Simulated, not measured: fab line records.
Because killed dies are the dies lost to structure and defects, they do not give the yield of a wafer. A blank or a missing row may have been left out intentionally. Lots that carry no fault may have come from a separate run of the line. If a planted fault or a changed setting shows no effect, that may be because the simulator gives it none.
fab line records | flow nand-harc
[record] lots = 13 wafers = 38 last-day = 24
route steps=1159 shown P_CONTACT@218
lots with no fault: from the same line, run without faults
start-h: start of the lot's first displayed wafer, in hours after the record's first day | wait-h: hours since the lot's step before | " repeats the value in the row above | L1.1+2: several wafers, shown together as one row | - either no value or no given start | * or withheld: withheld | < > ~ a bound
route shown NAME@n: a module of which the file shows steps, and the number in the route of the first | usual: mean and standard deviation over wafers with no fault | same: alike in all rows | chamber/n: place in a boat | sites: readings site by site | _std_site: standard deviation across them | _edge_site: mean of outer sites minus mean of inner sites | radius-mm: for every site, how far away it sits from the centre of the wafer | mask NAME#n: copy n | behind: tool/chamber where the wafer was last shaped | hold: the reason the lot was held/the length of the hold in hours/how it ended | device: transistor that didn't switch, given as n, p or np | end of line: the tests these same wafers got at the end of their route | a step given without rows: its recipe and nothing more | killed: dies that structure and defects cost at the first sort, which is not the same as the wafer's yield | map: a wafer's dies, marking killed ones x, the rest . and places with no die _
set.NAME: setting as actually run; set.NAME@STEP: the setting as run at that earlier step | model.NAME: the simulator's own value behind a step, which no gauge read
route steps across a sampled set of lots; one table per step, one row per wafer
services: when a tool's chamber went out of use (start-h, in hours from the record's first day, below 0 if earlier), for how many hours, and the reason
[[steps]]
[step NHARC_P_CONTACT_DEP_00]
[recipe] target-thk-a = 5000 temp-c = 400 pressure-torr = 6.5 rf-w = 900 teos-flow-sccm = 161.4 flow-sccm = 2650 target-thk-nm = 500 gas = O2 material = SiO2
[usual] flow-sccm = 2649/8.3 heater-power-w = 577/72 throttle-valve-pct = 15.9/0.75
// columns lot.wafer tool chamber start-h wait-h flow-sccm heater-power-w throttle-valve-pct
L585.1 pecvd-03 1 - - 2645 477 16.5
L585.4 " 2 " " 2655 519 15.6
L585.6 " 0 " " 2662 505 15.8
L587.1 pecvd-02 1 - - 2648 588 16.5
L587.3 " 2 " " 2627 577 16.6
L587.6 " 1 " " 2651 601 16.8
L588.1 pecvd-02 2 - - 2643 587 16.4
L588.3 " 0 " " 2641 596 17.0
L588.6 " 2 " " 2661 619 16.1
L589.2 pecvd-02 0 - - 2647 694 17.0
L589.6 " 1 " " 2648 484 16.8
L589.4 " 2 " " 2640 638 16.3
L591.1 pecvd-01 1 - - 2631 595 15.6
L591.5 " 1 " " 2651 588 15.4
L591.6 " 0 " " 2653 530 14.8
L592.1 pecvd-03 2 - - 2648 558 15.1
L592.6 " 0 " " 2644 613 15.6
L592.4 " 1 " " 2649 554 16.1
L594.3 pecvd-01 0 - - 2648 489 15.0
L594.5 " 1 " " 2641 518 15.5
L594.4 " 2 " " 2637 557 16.9
L599.1 pecvd-01 0 - - 2652 507 14.8
L599.4 " 0 " " 2646 542 14.8
L599.5 " 1 " " 2659 563 15.4
L604.3 pecvd-02 1 - - 2653 622 15.4
L604.2 " 2 " " 2662 470 16.0
L605.3 pecvd-02 2 - - 2645 574 16.0
L605.5 " 0 " " 2660 668 17.2
L605.6 " 1 " " 2639 484 15.8
L606.3 pecvd-03 0 - - 2641 604 15.8
L606.2 " 2 " " 2641 574 15.3
L606.5 " 0 " " 2658 621 15.5
L608.1 pecvd-02 0 - - 2647 630 17.3
L608.6 " 0 " " 2650 675 17.3
L608.4 " 1 " " 2646 577 15.5
L607.1 pecvd-03 1 - - 2660 532 16.6
L607.2 " 2 " " 2634 451 15.4
L607.4 " 0 " " 2642 608 15.8
[step NHARC_P_CONTACT_SOFTBAKE_07]
[recipe] temp-c = 105 time-s = 55
[usual] chill-plate-temp-C = 22.96/0.098 heater-power-total-W = 188.46/0.14
// columns lot.wafer tool chamber start-h wait-h chill-plate-temp-C heater-power-total-W
L585.1 litho-track-01 0 106 - 22.95 188.42
L585.4 " 0 " " 23.08 188.66
L585.6 " 0 " " 22.94 188.49
L587.1 litho-track-01 0 123 - 22.90 188.29
L587.3 " 0 " " 22.88 188.35
L587.6 " 0 " " 22.97 188.60
L588.1 litho-track-06 0 129 - 22.95 188.37
L588.3 " 0 " " 22.92 188.48
L588.6 " 0 " " 22.85 188.58
L589.2 litho-track-04 0 138 - 23.04 188.42
L589.4 " 0 " " 23.16 188.48
L589.6 " 0 " " 23.11 188.52
L591.1 litho-track-01 0 139 - 23.03 188.53
L591.5 " 0 " " 22.97 188.62
L591.6 " 0 " " 22.96 188.49
L592.1 litho-track-01 0 151 - 23.02 188.29
L592.4 " 0 " " 22.95 188.41
L592.6 " 0 " " 22.98 188.32
L594.3 litho-track-06 0 158 - 23.09 188.67
L594.4 " 0 " " 23.17 188.75
L594.5 " 0 " " 23.19 188.30
L599.1 litho-track-01 0 189 - 22.93 188.32
L599.4 " 0 " " 22.95 188.55
L599.5 " 0 " " 22.98 188.31
L604.2 litho-track-06 0 220 - 22.88 188.59
L604.3 " 0 " " 22.80 222.59
L605.3 litho-track-06 0 230 - 22.82 222.49
L605.5 " 0 " " 22.88 188.44
L605.6 " 0 " " 22.86 188.56
L606.2 litho-track-06 0 231 - 23.01 188.35
L606.3 " 0 " " 22.99 222.40
L606.5 " 0 " " 23.04 188.70
L608.1 litho-track-04 0 241 - 22.93 188.34
L608.4 " 0 " " 23.03 188.41
L608.6 " 0 " " 23.13 188.64
L607.1 litho-track-01 0 242 - 22.87 188.74
L607.2 " 0 " " 22.94 188.41
L607.4 " 0 " " 23.12 188.28
[step NHARC_P_CONTACT_ETCH_31]
[recipe] target-depth-a = 300 time-s = 85.7 ion-energy-ev = 120 over-etch-frac = 1 ch3f-flow-sccm = 50 o2-flow-sccm = 30 ar-flow-sccm = 200 rf-w = 500 bias-w = 100 chemistry = CH3F/O2
[usual] drypump-motor-current-A = 5.8/0.54 oes-product-au = 0.986/0.011 rf-vpp-V = 245.0/1.5 showerhead-plenum-p-Torr = 2.51/0.097 throttle-valve-pct = 20.661/0.0095
// columns lot.wafer tool chamber start-h wait-h drypump-motor-current-A oes-product-au rf-hours-counter-h rf-vpp-V showerhead-plenum-p-Torr throttle-valve-pct
L585.1 rie-diel-11 2 - - 5.2 0.997 11 243.2 2.39 20.658
L585.4 " 1 " " 5.9 0.997 11 245.7 2.58 20.677
L585.6 " 2 " " 5.3 0.989 - 243.9 2.39 20.669
L587.3 rie-diel-11 2 - - 5.2 0.995 13 241.9 2.39 20.654
L587.1 " 0 " " 6.6 0.990 12 244.4 2.51 20.675
L587.6 " 2 " " 5.3 0.987 - 242.0 2.38 20.661
L588.1 rie-diel-13 2 - - 6.5 0.975 2 246.4 2.61 20.643
L588.3 " 0 " " 5.4 0.989 2 246.0 2.62 20.647
L588.6 " 2 " " 6.5 0.967 - 246.5 2.61 20.649
L589.2 rie-diel-13 3 - - 5.1 0.994 3 242.2 2.39 20.651
L589.4 " 1 " " 5.5 0.971 4 247.5 2.63 20.659
L589.6 " 3 " " 5.1 1.005 - 244.6 2.39 20.666
L591.1 rie-diel-11 3 - - 6.2 0.980 14 244.2 2.46 20.665
L591.6 " 1 " " 5.9 0.999 - 247.4 2.58 20.660
L591.5 " 2 " " 5.2 0.980 - 242.4 2.38 20.664
L592.4 rie-diel-11 2 - - 5.2 1.004 16 241.4 2.38 20.669
L592.1 " 3 " " 6.2 0.998 16 245.1 2.46 20.660
L592.6 " 0 " " 6.6 0.986 - 245.5 2.51 20.673
L594.4 rie-diel-11 1 - - 5.9 1.002 17 246.8 2.58 20.660
L594.3 " 2 " " 5.2 0.984 17 244.2 2.38 20.654
L594.5 " 1 " " 5.9 1.002 - 246.7 2.58 20.654
L599.1 rie-diel-13 1 - - 5.5 0.996 9 246.8 2.63 20.676
L599.4 " 2 " " 6.5 0.992 8 245.0 2.61 20.664
L599.5 " 1 " " 5.5 0.993 - 246.6 2.63 20.666
L604.3 rie-diel-11 3 - - 6.3 1.002 3 244.6 2.46 20.658
L604.2 " 0 " " 6.6 1.000 3 244.3 2.50 20.670
L605.3 rie-diel-11 1 - - 5.9 0.986 4 245.9 2.58 20.667
L605.6 " 2 " " 5.3 0.971 - 242.7 2.38 20.648
L605.5 " 3 " " 6.3 0.985 - 245.1 2.46 20.663
L606.3 rie-diel-13 1 - - 5.5 0.984 14 245.8 2.62 20.659
L606.2 " 2 " " 6.5 0.977 13 245.6 2.60 20.658
L606.5 " 0 " " 5.5 0.972 - 244.4 2.61 20.659
L608.1 rie-diel-02 3 - - 5.4 0.967 31 242.9 2.29 20.669
L608.4 " 1 " " 5.3 0.990 30 246.3 2.53 20.672
L608.6 " 0 " " 5.7 0.976 - 246.3 2.65 20.666
L607.1 rie-diel-13 1 - - 5.5 0.986 15 247.0 2.62 20.657
L607.4 " 2 " " 6.5 0.976 15 246.7 2.60 20.664
L607.2 " 0 " " 5.4 0.980 15 245.6 2.61 20.651
[step NHARC_P_CONTACT_DEGAS_38]
[recipe] temp-c = 300 time-s = 60
[usual] heater-power-w = 471/55
// columns lot.wafer tool chamber start-h wait-h heater-power-w
L585.1 pvd-sputter-02 - 108.28 - 404
L585.4 " - " " 471
L585.6 " - " " 400
L587.1 pvd-sputter-03 - 126.18 - 428
L587.3 " - " " 572
L587.6 " - " " 431
L588.3 pvd-sputter-01 - 131.33 - 548
L588.1 " - " " 438
L588.6 " - " " 510
L589.2 pvd-sputter-01 - 141.03 - 508
L589.4 " - " " 549
L589.6 " - " " 427
L591.1 pvd-sputter-01 - 141.66 - 540
L591.6 " - " " 541
L591.5 " - " " 423
L592.4 pvd-sputter-01 - 153.88 - 506
L592.1 " - " " 420
L592.6 " - " " 560
L594.3 pvd-sputter-02 - 160.70 - 466
L594.4 " - " " 489
L594.5 " - " " 505
L599.1 pvd-sputter-03 - 191.62 - 409
L599.4 " - " " 581
L599.5 " - " " 417
L604.3 pvd-sputter-01 - 222.25 - 454
L604.2 " - " " 522
L605.3 pvd-sputter-01 - 232.91 - 451
L605.6 " - " " 510
L605.5 " - " " 521
L606.2 pvd-sputter-03 - 233.66 - 417
L606.3 " - " " 427
L606.5 " - " " 408
L608.1 pvd-sputter-01 - 243.70 - 434
L608.4 " - " " 454
L608.6 " - " " 520
L607.1 pvd-sputter-02 - 244.93 - 498
L607.4 " - " " 384
L607.2 " - " " 508
[[services]]
// columns tool chamber start-h hours kind
pvd-sputter-01 - 84.24 6.7 repair
pecvd-01 1 84.64 2.4 repair
litho-track-01 - 93.00 7.0 pm
rie-diel-11 0 95.00 - clean
pecvd-02 1 98.00 5.1 repair
rie-diel-13 - 99.00 9.0 pm
rie-diel-02 1 99.65 13.0 repair
pvd-sputter-03 - 102.00 10.0 pm
pecvd-03 - 111.08 13.0 pm
litho-track-06 - 117.00 7.0 pm
rie-diel-02 3 129.04 3.0 repair
litho-track-04 - 141.00 7.0 pm
rie-diel-13 2 141.59 7.2 repair
rie-diel-02 - 150.74 9.0 pm
pecvd-02 - 153.07 13.0 pm
pvd-sputter-02 - 156.62 3.6 repair
pecvd-03 - 159.02 0.9 repair
pvd-sputter-01 - 180.76 0.5 repair
pecvd-03 1 182.79 6.5 repair
rie-diel-11 - 189.50 9.0 pm
pvd-sputter-02 - 214.00 10.0 pm
rie-diel-13 3 215.88 16.3 repair
pecvd-01 - 237.18 13.0 pm
rie-diel-13 3 240.86 2.9 repair
[[key]]
[first-sign] step = NHARC_P_CONTACT_SOFTBAKE_07 reading = heater-power-total-W direction = up sigmas = 99+ usual = * struck = *
effect none on later readings
met-at NHARC_P_CONTACT_SOFTBAKE_07
struck-lots L604,L605,L606
struck-wafers L604.3,L605.3,L606.3
tester-left-out L604,L605,L606
not-acting-at NHARC_P_CONTACT_DEP_00,NHARC_P_CONTACT_ETCH_31,NHARC_P_CONTACT_DEGAS_38
onset-between 158 220
[fault] kind = process-parameter-drift tool = litho-track-06 chamber = - onset-h = 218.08 steps = NHARC_P_CONTACT_SOFTBAKE_07 channel = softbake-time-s offset = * shape = step end-h = 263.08 scope = struck-wafers-only acts-in = * stated = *
// tester-left-out: of these lots the tester's yield and bins aren't shown, on N5 and GAA mostly nor the transistor test; their killed dies are dies lost to structure and defects alone, not to doping, threshold or leakage, so they don't give the yield
